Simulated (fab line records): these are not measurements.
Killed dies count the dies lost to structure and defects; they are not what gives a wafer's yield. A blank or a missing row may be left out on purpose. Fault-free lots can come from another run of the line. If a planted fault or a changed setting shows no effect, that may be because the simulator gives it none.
Split-lot experiment    flow n5_finfet    route with 1938 steps; 7 lots, 21 wafers read

## ABOUT THE SPLIT
At N5_ZERO_LAYER_EXPOSE_08 (exposes mask ZERO, defocus 0 nm, target cd 2000 nm), the setting dose_mj was moved away from the recipe's 16.2 on 12 of the 21 wafers read, by -6.5% to +4.6%. For the rest of the wafers, this setting stayed at what the recipe calls for.

## FROM THE SPLIT TO THE READING: what the file shows between them, 3 steps
- N5_ZERO_LAYER_PEB_09
- N5_ZERO_LAYER_DEVELOP_10: develop time 60 s
- N5_ZERO_LAYER_HARDBAKE_23: time 120 s

## THE READING
cd_nm (nm) at N5_ZERO_LAYER_CD_MEAS_11, where the cd target is 2000 nm. On this fab line, fault-free wafers typically give 2001.5 nm with a standard deviation of 2.2 nm.

wafer   tool, chamber at the split  dose_mj as run  against the recipe  cd_nm, nm  against lot-mates on the recipe
L077.2  krf_scanner-01, 0           15.15           -6.5%               1985.8     -16.0
L077.3  krf_scanner-01, 0           16.2            recipe              2001.8     -
L077.5  krf_scanner-01, 0           15.15           -6.5%               1987.0     -14.8
L078.2  krf_scanner-01, 0           16.2            recipe              1999.0     -
L078.3  krf_scanner-01, 0           16.2            recipe              2001.5     -
L078.5  krf_scanner-01, 0           16.2            recipe              2000.1     -
L079.3  krf_scanner-02, 0           16.2            recipe              1999.4     -
L079.4  krf_scanner-02, 0           16.2            recipe              2001.3     -
L079.6  krf_scanner-02, 0           16.2            recipe              2000.3     -
L080.2  krf_scanner-01, 0           16.73           +3.3%               2006.0     +5.5
L080.3  krf_scanner-01, 0           16.73           +3.3%               2012.7     +12.2
L080.4  krf_scanner-01, 0           16.2            recipe              2000.5     -
L086.1  krf_scanner-02, 0           16.2            recipe              2003.2     -
L086.2  krf_scanner-02, 0           16.92           +4.4%               2008.8     +5.6
L086.3  krf_scanner-02, 0           16.92           +4.4%               2008.0     +4.8
L090.3  krf_scanner-02, 0           15.37           -5.1%               1988.8     no lot-mate on the recipe
L090.5  krf_scanner-02, 0           15.37           -5.1%               1987.8     no lot-mate on the recipe
L090.6  krf_scanner-02, 0           15.37           -5.1%               1989.2     no lot-mate on the recipe
L091.1  krf_scanner-01, 0           16.94           +4.6%               2009.4     no lot-mate on the recipe
L091.4  krf_scanner-01, 0           16.94           +4.6%               2009.5     no lot-mate on the recipe
L091.6  krf_scanner-01, 0           16.94           +4.6%               2014.2     no lot-mate on the recipe

FIT RESULTS
A straight line over all 21 wafers: cd_nm changes by +2.23 nm for each +1% of dose_mj; r = +0.98; the points scatter about the line by 1.9 nm.
The same after taking each lot's own level away (the mean of its wafers on the recipe; 15 wafers): +2.1 nm for each +1%; r = +0.95; scatter 2.4 nm.
The reading moves by 14 nm for the largest change in dose_mj, on that fit.
From 2000.20 to 2003.20 nm: that is the span of the lots' own levels, equal to 1.4 times the standard deviation above.
Consequently the slope shifts little with the lot-to-lot level, the two slopes agreeing.
Check: for one of the wafers moved furthest among these (-6.5%), held out of the fit, the line's prediction against its lot-mates is -13.1 nm. It came out at -16 nm against them.

## THE WHOLE CHAIN: every reading that the file lists as answering this split, in the file's order
step                      what it does                                         reading                                                            change (the file's fit)               r (the file's)
N5_ZERO_LAYER_CD_MEAS_11  target cd 2000 nm                                    cd_nm                                                              +2.1 nm for each +1% of the setting   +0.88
N5_ZERO_LAYER_DESCUM_16   chemistry O2, time 7.9 s                             ZERO_LAYER.cd_nm (the simulator's own value, which no gauge read)  +1.94 nm for each +1% of the setting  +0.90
N5_ZERO_LAYER_ETCH_17     etches SiO2 in CF4, target depth 12 nm, time 13.3 s  ZERO_LAYER.cd_nm (the simulator's own value, which no gauge read)  +2.09 nm for each +1% of the setting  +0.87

## THE FILE'S OWN FIT
cd_nm changes by +2.1 nm for each +1% of dose_mj, r = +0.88.
